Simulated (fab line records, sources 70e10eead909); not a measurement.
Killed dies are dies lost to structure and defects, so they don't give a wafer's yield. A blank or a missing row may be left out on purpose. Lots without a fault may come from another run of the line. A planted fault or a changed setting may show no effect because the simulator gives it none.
fab line records | flow nand_harc
record lots=12 wafers=36 last_day=25
route steps=1159 shown A_STAIRCASE@665 END@1159
lots that met no fault: from a run of the same line without faults
start_h: hours from the record's first day to the start of the lot's first wafer shown | wait_h: hours since the lot's step before | " the same as in the row above | L1.1+2: a row that stands for several wafers | - no value, or no start given | * or withheld: withheld | < > ~ a bound
route shown NAME@n: a module of which the file shows steps, and the number in the route of the first | usual: mean/standard deviation of fault-free wafers | same: alike in all rows | chamber/n: place in a boat | sites: the reading at each site | _std_site: their standard deviation | _edge_site: outer sites' mean less inner sites' | radius_mm: how far each site lies from the wafer's centre | mask NAME#n: copy n | behind: the tool/chamber that last shaped the wafer | hold: why the lot was held/for how many hours/how that ended | device: the transistor (n, p or np) that didn't switch | end of line: the same wafers' tests at the end of the route | a step without rows: its recipe alone | killed: dies lost to structure and defects at the first sort, not the wafer's yield | map: a wafer's dies, x killed, . not, _ none there
set.NAME: the setting as run; set.NAME@STEP: as run at that earlier step | model.NAME: the simulator's own value behind a step, which no gauge read
steps of the route over a sample of lots; a table a step, a row a wafer
services: from which hour (start_h, from the record's first day; less than 0 if before it) a tool's chamber was out of use, for how many hours, and why
## steps
# step NHARC_A_STAIRCASE_ETCH_292
# recipe cf4_flow_sccm=100 chf3_flow_sccm=30 ar_flow_sccm=0 rf_w=500 bias_w=200 chemistry=CF4/CHF3
# usual drypump_motor_current_A=5.7/0.3 oes_product_au=0.941/0.021 rf_vpp_V=371.4/1.8 showerhead_plenum_p_Torr=1.60/0.048 throttle_valve_pct=16.803/0.0093
# columns lot.wafer tool chamber start_h wait_h drypump_motor_current_A oes_product_au rf_hours_counter_h rf_vpp_V showerhead_plenum_p_Torr throttle_valve_pct
L504.2 rie_diel-04 1 271.20 0.1 5.6 0.928 60 372.7 1.62 16.809
L504.4 " 2 " " 6.1 0.907 58 371.1 1.58 16.791
L504.1 " 3 " " 5.7 0.924 52 371.3 1.56 16.808
L508.4 rie_diel-04 2 275.03 0.1 6.2 0.962 60 370.7 1.58 16.820
L508.1 " 3 " " 5.8 0.967 54 370.7 1.56 16.810
L508.6 " 0 " " 5.5 0.961 - 372.9 1.59 16.807
L507.3 rie_diel-04 3 282.26 0.1 5.8 0.945 56 369.7 1.56 16.793
L507.4 " 0 " " 5.6 0.931 59 371.7 1.59 16.791
L507.5 " 3 " " 5.8 0.937 - 369.8 1.56 16.816
L512.3 rie_diel-12 2 308.01 0.1 5.5 0.966 34 372.7 1.67 16.804
L512.2 " 3 " " 5.2 0.961 32 372.3 1.65 16.816
L512.5 " 2 " " 5.6 0.976 - 374.4 1.67 16.796
L513.1 rie_diel-12 1 310.18 0.1 6.0 0.927 34 369.8 1.54 16.797
L513.4 " 2 " " 5.5 0.931 34 372.1 1.67 16.798
L513.6 " 3 " " 5.2 0.922 - 373.9 1.65 16.790
L514.3 rie_diel-08 3 333.69 0.1 6.2 0.967 10 372.4 1.63 16.805
L514.2 " 0 " " 5.2 0.965 11 371.1 1.54 16.802
L514.6 " 3 " " 6.2 0.968 - 372.4 1.63 16.809
L516.3 rie_diel-12 2 335.40 0.1 5.6 0.911 44 372.7 1.67 16.803
L516.1 " 3 " " 5.2 0.900 43 373.3 1.65 16.824
L516.5 " 2 " " 5.6 0.914 - 372.3 1.67 16.808
L521.2 rie_diel-04 3 356.08 0.1 5.7 0.938 20 370.9 1.56 16.798
L521.4 " 1 " " 5.6 0.919 20 372.5 1.61 16.818
L521.5 " 2 " " 6.2 0.925 - 370.9 1.58 16.807
L522.4 rie_diel-08 3 356.43 0.1 6.2 0.965 19 372.5 1.63 16.809
L522.5 " 0 " " 5.2 0.970 - 370.1 1.54 16.791
L522.6 " 1 " " 5.7 0.972 - 374.4 1.66 16.810
L524.2 rie_diel-12 2 375.97 0.1 5.6 0.963 58 372.8 1.67 16.804
L524.4 " 3 " " 5.2 0.940 58 372.5 1.65 16.814
L524.1 " 1 " " 6.0 0.935 58 369.0 1.53 16.788
L523.3 rie_diel-04 2 377.95 0.1 6.2 0.921 23 370.6 1.58 16.796
L523.4 " 3 " " 5.8 0.935 26 370.1 1.56 16.803
L523.5 " 2 " " 6.2 0.918 - 368.8 1.58 16.799
L525.3 rie_diel-08 2 394.60 0.1 5.5 0.926 28 373.4 1.64 16.800
L525.6 " 2 " " 5.5 0.919 - 373.0 1.64 16.801
L525.5 " 3 " " 6.2 0.927 - 373.1 1.62 16.819
# step NHARC_A_STAIRCASE_DEP_301
# recipe target_thk_a=300 target_thk_nm=30 temp_c=400 pressure_torr=3.5 flow_sccm=200 rf_w=350 material=SiON
# usual heater_power_w=763/61
# columns lot.wafer tool chamber start_h wait_h heater_power_w
L504.2 pecvd-01 2 275.32 1.3 763
L504.1 " 0 " " 744
L504.4 " 0 " " 726
L508.1 pecvd-04 1 280.41 1.6 717
L508.6 " 0 " " 802
L508.4 " 1 " " 732
L507.3 pecvd-01 2 287.98 1.0 785
L507.5 " 1 " " 844
L507.4 " 0 " " 695
L512.3 pecvd-03 2 312.97 1.0 910
L512.2 " 1 " " 803
L512.5 " 0 " " 605
L513.1 pecvd-01 2 314.76 1.5 779
L513.4 " 2 " " 765
L513.6 " 1 " " 819
L514.3 pecvd-01 2 338.60 1.0 813
L514.2 " 0 " " 741
L514.6 " 2 " " 821
L516.3 pecvd-04 0 342.16 1.0 879
L516.1 " 1 " " 741
L516.5 " 2 " " 751
L521.2 pecvd-01 0 362.73 1.3 711
L521.4 " 2 " " 784
L521.5 " 1 " " 764
L522.4 pecvd-01 2 364.61 0.7 821
L522.6 " 0 " " 742
L522.5 " 1 " " 769
L524.1 pecvd-01 2 380.88 2.1 715
L524.2 " 1 " " 768
L524.4 " 2 " " 707
L523.3 pecvd-01 2 382.20 1.0 811
L523.5 " 0 " " 729
L523.4 " 2 " " 801
L525.3 pecvd-01 0 400.34 1.0 719
L525.6 " 1 " " 738
L525.5 " 0 " " 743
# step NHARC_A_STAIRCASE_ETCH_453
# recipe target_depth_a=300 overetch_a=30 time_s=16.5 ion_energy_ev=100 cf4_flow_sccm=80 o2_flow_sccm=20 ar_flow_sccm=0 rf_w=300 bias_w=100 chemistry=CF4/O2
# usual drypump_motor_current_A=5.68/0.29 oes_f_703_au=1.000/0.0042 oes_product_au=0.998/0.011 rf_vpp_V=198.2/1.2 showerhead_plenum_p_Torr=1.35/0.044 throttle_valve_pct=13.397/0.01
# columns lot.wafer tool chamber start_h wait_h drypump_motor_current_A oes_f_703_au oes_product_au rf_hours_counter_h rf_vpp_V showerhead_plenum_p_Torr throttle_valve_pct
L504.1 rie_diel-08 2 - - 5.49 0.997 0.987 53 198.7 1.41 13.391
L504.2 " 3 " " 6.18 1.002 0.999 52 200.3 1.39 13.371
L504.4 " 1 " " 5.69 1.001 1.004 48 199.2 1.41 13.395
L508.1 rie_diel-12 1 - - 5.98 0.997 0.995 24 198.5 1.30 13.392
L508.4 " 3 " " 5.19 0.993 0.995 24 198.9 1.41 13.386
L508.6 " 1 " " 5.98 0.996 0.999 - 196.6 1.31 13.407
L507.4 rie_diel-08 0 - - 5.23 0.998 1.017 55 197.5 1.31 13.395
L507.3 " 1 " " 5.71 1.004 1.006 51 200.8 1.41 13.396
L507.5 " 0 " " 5.23 1.002 1.014 - 197.3 1.31 13.392
L512.3 rie_diel-04 2 - - 6.15 1.002 1.005 3 198.9 1.34 13.388
L512.2 " 3 " " 5.74 1.001 1.016 3 197.0 1.32 13.405
L512.5 " 3 " " 5.75 0.998 1.017 - 198.4 1.32 13.407
L513.1 rie_diel-04 2 - - 6.19 0.996 0.998 3 198.4 1.34 13.407
L513.4 " 3 " " 5.77 0.998 1.014 3 197.1 1.32 13.379
L513.6 " 1 " " 5.64 1.004 1.009 - 196.6 1.37 13.402
L514.2 rie_diel-12 1 - - 6.00 1.003 0.986 45 196.6 1.30 13.395
L514.3 " 3 " " 5.16 1.001 0.995 45 198.7 1.40 13.402
L514.6 " 1 " " 5.99 1.007 0.976 - 196.6 1.30 13.389
L516.3 rie_diel-04 1 - - 5.61 1.003 0.980 14 198.9 1.37 13.386
L516.1 " 3 " " 5.77 1.002 1.002 16 198.2 1.32 13.406
L516.5 " 0 " " 5.55 1.003 0.977 - 197.9 1.35 13.405
L521.2 rie_diel-04 0 - - 5.55 1.001 0.976 25 198.2 1.35 13.387
L521.4 " 1 " " 5.62 1.004 0.996 22 199.6 1.37 13.398
L521.5 " 0 " " 5.55 1.000 0.983 - 196.0 1.35 13.395
L522.4 rie_diel-12 1 - - 6.00 0.996 0.990 56 196.4 1.30 13.395
L522.6 " 0 " " 5.64 0.994 0.993 - 196.7 1.29 13.405
L522.5 " 1 " " 5.98 0.999 0.986 - 197.2 1.30 13.401
L524.2 rie_diel-08 2 - - 5.50 0.997 0.992 23 200.2 1.40 13.404
L524.1 " 3 " " 6.19 0.997 0.995 29 199.3 1.38 13.416
L524.4 " 0 " " 5.22 1.002 1.021 30 196.0 1.30 13.388
L523.4 rie_diel-04 1 - - 5.64 1.004 0.994 30 198.9 1.37 13.393
L523.3 " 2 " " 6.15 1.000 1.006 26 197.6 1.34 13.395
L523.5 " 1 " " 5.60 0.997 1.001 - 199.7 1.37 13.391
L525.3 rie_diel-08 0 - - 5.20 1.005 1.011 39 196.8 1.30 13.394
L525.5 " 3 " " 6.16 1.005 1.008 - 198.2 1.38 13.395
L525.6 " 0 " " 5.20 1.000 1.023 - 196.6 1.30 13.391
# step NHARC_A_STAIRCASE_STRIP_317
# recipe time_s=900 temp_c=130 chemistry=SPM
# usual bath_guard_temp_C=130.1/0.57 bath_heat_duty_pct=14.9/1.7
# columns lot.wafer tool chamber start_h wait_h bath_guard_temp_C bath_heat_duty_pct
L504.1 wet_bench-03 7 277.69 - 129.5 12.6
L504.2 " 1 " " 129.9 13.6
L504.4 " 2 " " 129.7 14.3
L508.6 wet_bench-07 7 282.59 - 130.6 15.4
L508.1 " 2 " " 130.9 17.3
L508.4 " 3 " " 130.0 16.1
L507.5 wet_bench-05 1 290.30 - 130.1 16.6
L507.4 " 2 " " 129.3 15.0
L507.3 " 4 " " 130.4 15.1
L512.5 wet_bench-03 1 315.30 - - -
L512.3 " 2 " " - -
L512.2 " 6 " " - -
L513.1 wet_bench-03 4 317.08 - - -
L513.6 " 6 " " - -
L513.4 " 7 " " - -
L514.6 wet_bench-07 5 341.03 - - -
L514.3 " 7 " " - -
L514.2 " 1 " " - -
L516.3 wet_bench-03 6 344.77 - 130.7 14.4
L516.5 " 1 " " 129.4 14.7
L516.1 " 2 " " 129.8 12.6
L521.4 wet_bench-03 6 365.03 - 130.8 14.7
L521.2 " 0 " " 130.9 17.3
L521.5 " 3 " " 129.5 11.9
L522.5 wet_bench-03 5 366.87 - 131.0 13.0
L522.4 " 6 " " 131.1 14.1
L522.6 " 1 " " 129.8 13.6
L524.4 wet_bench-03 2 385.32 - 129.9 14.5
L524.2 " 3 " " 129.1 13.7
L524.1 " 5 " " 130.9 13.0
L523.3 wet_bench-07 0 385.89 - 129.3 14.0
L523.4 " 1 " " 130.0 18.0
L523.5 " 3 " " 130.1 15.1
L525.5 wet_bench-03 1 402.62 - 129.9 14.0
L525.3 " 2 " " 129.8 12.9
L525.6 " 3 " " 129.6 13.7
# step NHARC_END_SORT_01
# recipe temp_c=25
# usual killed_at_array=28/8.6 killed_at_other=0.7/1.2 killed_at_periphery=3.1/2.3 killed_dies=32/8.7 killed_open=3.2/1.7 killed_short=2.0/1.5
# same gross_dies=677
# columns lot.wafer tool chamber start_h wait_h killed_at_array killed_at_other killed_at_periphery killed_dies killed_open killed_short
L504.1 prober-02 0 452.14 2.5 9 2 3 14 2 3
L504.2 prober-02 0 452.92 2.8 13 2 1 16 4 1
L504.4 prober-02 0 454.49 3.4 12 0 0 12 1 1
L508.1 prober-01 0 459.90 2.5 27 0 4 31 6 1
L508.4 prober-01 0 462.30 3.4 16 1 6 23 6 0
L508.6 prober-01 0 463.90 4.0 21 2 4 27 3 2
L512.2 prober-01 0 493.72 2.8 27 0 0 27 2 0
L512.3 prober-01 0 494.51 3.1 33 0 3 36 4 2
L512.5 prober-01 0 496.10 3.7 26 0 2 28 7 2
L513.1 prober-01 0 500.71 2.5 30 2 4 36 7 5
L513.4 prober-01 0 503.11 3.4 19 1 3 23 3 2
L513.6 prober-01 0 504.72 4.0 25 1 5 31 4 2
L514.2 prober-01 0 509.39 2.8 39 0 1 40 3 1
L514.3 prober-01 0 510.19 3.1 33 0 0 33 1 0
L514.6 prober-01 0 512.61 4.0 48 0 3 51 2 3
L516.1 prober-02 0 515.05 2.5 38 0 3 41 3 3
L516.3 prober-02 0 516.63 3.1 36 0 4 40 4 2
L516.5 prober-02 0 518.20 3.7 29 0 0 29 3 5
L521.2 prober-02 0 554.92 2.8 31 0 3 34 1 0
L521.4 prober-02 0 556.55 3.4 28 0 4 32 3 1
L521.5 prober-02 0 557.36 3.7 34 0 3 37 4 2
# killed by level:class
L504.1 A_CONTACT:chamber_film_flake=3 A_STAIRCASE:chamber_film_flake=2 THIN_TSV:chamber_film_flake=2 P_CONTACT:geometric_particle:short=1 P_M0:geometric_particle:open=1 A_CHANNEL_FILL_D1:geometric_particle:short=1 A_CONTACT:geometric_particle:short=1 A_M0:geometric_particle:open=1
L504.2 A_CONTACT:chamber_film_flake=5 A_STAIRCASE:chamber_film_flake=2 THIN_TSV:chamber_film_flake=2 P_M1:geometric_particle:open=1 A_ONON_D1:geometric_particle:open=1 A_CHANNEL_FILL_D1:geometric_particle:short=1 A_CONTACT:geometric_particle:open=1 A_M1:geometric_particle:open=1
L504.4 A_CONTACT:chamber_film_flake=4 A_CHANNEL_FILL_D1:chamber_film_flake=2 A_STAIRCASE:chamber_film_flake=2 A_BLC:geometric_particle:short=1 A_BLC:geometric_particle:open=1 A_CHANNEL_HOLE_D1:chamber_film_flake=1 A_SLIT:chamber_film_flake=1
L508.1 A_SLIT:chamber_film_flake=14 A_CONTACT:geometric_particle:open=3 A_STAIRCASE:chamber_film_flake=2 A_WL_FILL:chamber_film_flake=2 P_M0:geometric_particle:open=1 A_ONON_D1:geometric_particle:open=1 A_ONON_D1:geometric_particle:short=1 A_CHANNEL_FILL_D1:geometric_particle:open=1
L508.4 A_SLIT:chamber_film_flake=12 P_M0:geometric_particle:open=4 A_ONON_D1:geometric_particle:open=1 A_STAIRCASE:geometric_particle:open=1 P_ZERO_WELL:chamber_film_flake=1 P_BONDPAD:chamber_film_flake=1 A_CHANNEL_HOLE_D1:chamber_film_flake=1 A_CONTACT:chamber_film_flake=1
L508.6 A_SLIT:chamber_film_flake=12 A_CHANNEL_HOLE_D1:chamber_film_flake=6 THIN_TSV:chamber_film_flake=2 P_STI:geometric_particle:open=1 P_CONTACT:geometric_particle:open=1 P_CONTACT:geometric_particle:short=1 A_CHANNEL_FILL_D1:geometric_particle:open=1 A_CONTACT:geometric_particle:short=1
L512.2 A_SLIT:chamber_film_flake=10 A_STAIRCASE:chamber_film_flake=5 A_CONTACT:chamber_film_flake=5 A_CHANNEL_HOLE_D1:chamber_film_flake=4 A_CONTACT:geometric_particle:open=1 A_BLC:geometric_particle:open=1 A_CHANNEL_FILL_D1:chamber_film_flake=1
L512.3 A_SLIT:chamber_film_flake=13 A_CHANNEL_HOLE_D1:chamber_film_flake=6 A_STAIRCASE:chamber_film_flake=5 A_CHANNEL_FILL_D1:chamber_film_flake=2 P_M0:geometric_particle:open=1 P_M1:geometric_particle:short=1 A_ONON_D1:geometric_particle:open=1 A_CONTACT:geometric_particle:short=1
L512.5 A_SLIT:chamber_film_flake=8 A_CONTACT:chamber_film_flake=5 A_STAIRCASE:chamber_film_flake=4 A_M0:geometric_particle:open=2 A_CHANNEL_HOLE_D1:chamber_film_flake=2 P_CONTACT:geometric_particle:short=1 P_M0:geometric_particle:open=1 A_ONON_D1:geometric_particle:open=1
L513.1 A_CHANNEL_HOLE_D1:chamber_film_flake=13 A_ONON_D1:geometric_particle:open=2 A_BLC:geometric_particle:open=2 P_STI:chamber_film_flake=2 A_ZERO_WELL:chamber_film_flake=2 A_WL_FILL:chamber_film_flake=2 THIN_TSV:chamber_film_flake=2 P_GATE:geometric_particle:open=1
L513.4 A_CHANNEL_HOLE_D1:chamber_film_flake=12 A_STAIRCASE:chamber_film_flake=2 A_WL_FILL:chamber_film_flake=2 P_CONTACT:geometric_particle:short=1 P_CONTACT:geometric_particle:open=1 A_WL_FILL:geometric_particle:short=1 A_CONTACT:geometric_particle:open=1 A_BLC:geometric_particle:open=1
L513.6 A_CHANNEL_HOLE_D1:chamber_film_flake=15 P_STI:chamber_film_flake=4 A_SLIT:chamber_film_flake=2 A_WL_FILL:chamber_film_flake=2 P_M1:geometric_particle:open=1 A_CHANNEL_HOLE_D1:geometric_particle:open=1 A_CHANNEL_FILL_D1:geometric_particle:short=1 A_WL_FILL:geometric_particle:open=1
L514.2 A_CHANNEL_HOLE_D1:chamber_film_flake=15 A_SLIT:chamber_film_flake=11 A_WL_FILL:chamber_film_flake=5 A_STAIRCASE:chamber_film_flake=2 A_SGD_CUT:chamber_film_flake=2 P_M0:geometric_particle:open=1 A_SOURCE_PLATE:geometric_particle:short=1 A_ONON_D1:geometric_particle:open=1
L514.3 A_CHANNEL_HOLE_D1:chamber_film_flake=12 A_SLIT:chamber_film_flake=11 A_STAIRCASE:chamber_film_flake=4 A_WL_FILL:chamber_film_flake=3 A_SGD_CUT:chamber_film_flake=2 A_CONTACT:geometric_particle:open=1
L514.6 A_CHANNEL_HOLE_D1:chamber_film_flake=19 A_SLIT:chamber_film_flake=15 A_WL_FILL:chamber_film_flake=5 A_SGD_CUT:chamber_film_flake=3 A_CHANNEL_FILL_D1:chamber_film_flake=2 P_ZERO_WELL:geometric_particle:short=1 P_GATE:geometric_particle:open=1 A_SOURCE_PLATE:geometric_particle:open=1
L516.1 A_SLIT:chamber_film_flake=18 A_CHANNEL_HOLE_D1:chamber_film_flake=6 A_STAIRCASE:chamber_film_flake=4 A_CONTACT:chamber_film_flake=4 A_WL_FILL:geometric_particle:short=2 P_CONTACT:geometric_particle:open=1 A_CHANNEL_FILL_D1:geometric_particle:open=1 A_CONTACT:geometric_particle:open=1
L516.3 A_SLIT:chamber_film_flake=21 A_CHANNEL_HOLE_D1:chamber_film_flake=7 A_CONTACT:chamber_film_flake=3 P_GATE:geometric_particle:open=1 P_CONTACT:geometric_particle:open=1 P_M2:geometric_particle:open=1 A_ONON_D1:geometric_particle:open=1 A_ONON_D1:geometric_particle:short=1
L516.5 A_SLIT:chamber_film_flake=13 A_CONTACT:chamber_film_flake=4 A_CHANNEL_HOLE_D1:chamber_film_flake=2 A_STAIRCASE:chamber_film_flake=2 A_SOURCE_PLATE:geometric_particle:short=1 A_SOURCE_PLATE:geometric_particle:open=1 A_ONON_D1:geometric_particle:open=1 A_CHANNEL_HOLE_D1:geometric_particle:short=1
L521.2 A_CHANNEL_HOLE_D1:chamber_film_flake=21 A_STAIRCASE:chamber_film_flake=4 P_ZERO_WELL:chamber_film_flake=2 A_CONTACT:chamber_film_flake=2 A_BONDPAD:chamber_film_flake=2 A_CONTACT:geometric_particle:open=1 P_GATE:chamber_film_flake=1 A_WL_FILL:chamber_film_flake=1
L521.4 A_CHANNEL_HOLE_D1:chamber_film_flake=19 P_ZERO_WELL:chamber_film_flake=2 A_CONTACT:chamber_film_flake=2 A_BONDPAD:chamber_film_flake=2 P_CONTACT:geometric_particle:open=1 P_M2:geometric_particle:open=1 A_ONON_D1:geometric_particle:short=1 A_M0:geometric_particle:open=1
L521.5 A_CHANNEL_HOLE_D1:chamber_film_flake=22 A_CONTACT:chamber_film_flake=3 A_CONTACT:geometric_particle:open=2 P_ZERO_WELL:chamber_film_flake=2 A_STAIRCASE:chamber_film_flake=2 P_CONTACT:geometric_particle:open=1 A_ONON_D1:geometric_particle:short=1 A_CHANNEL_HOLE_D1:geometric_particle:short=1
## services
# columns tool chamber start_h hours kind
pecvd-03 1 260.67 5.3 repair
rie_diel-04 0 268.59 - clean
rie_diel-04 1 268.59 - clean
rie_diel-04 2 268.59 - clean
rie_diel-04 3 268.59 - clean
wet_bench-07 - 272.00 8.0 pm
pecvd-04 - 281.95 1.7 repair
pecvd-03 - 282.53 3.5 repair
rie_diel-04 - 288.92 9.0 pm
rie_diel-04 0 288.92 9.0 vent_cycle
rie_diel-04 1 288.92 9.0 vent_cycle
pecvd-03 - 292.28 13.0 pm
rie_diel-08 - 301.86 9.0 pm
pecvd-04 - 303.95 0.9 repair
pecvd-04 2 308.11 5.9 repair
rie_diel-08 - 312.16 1.9 repair
wet_bench-03 - 322.40 8.0 pm
pecvd-04 1 327.35 8.2 repair
rie_diel-08 1 338.56 8.3 repair
wet_bench-07 - 360.04 2.2 repair
wet_bench-07 - 371.15 0.8 repair
wet_bench-05 - 372.80 8.0 pm
pecvd-04 - 376.18 13.0 pm
rie_diel-12 - 379.46 9.0 pm
## key
first_sign step=NHARC_A_STAIRCASE_STRIP_317 reading=tool_record direction=missing
effect none on later readings
met_at NHARC_A_STAIRCASE_STRIP_317
struck_lots L512,L513,L514
tester_left_out L512,L513,L514
not_acting_at NHARC_A_STAIRCASE_ETCH_292,NHARC_A_STAIRCASE_DEP_301,NHARC_A_STAIRCASE_ETCH_453
onset_between 282.59 315.30
fault kind=skipped_step_whole tool=wet_bench-03,wet_bench-07 chamber=- onset_h=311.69 steps=NHARC_A_STAIRCASE_STRIP_317 scope=struck_lots_only
# tester_left_out: of these lots the tester's yield and bins aren't shown, on N5 and GAA mostly nor the transistor test; their killed dies are dies lost to structure and defects alone, not to doping, threshold or leakage, so they don't give the yield
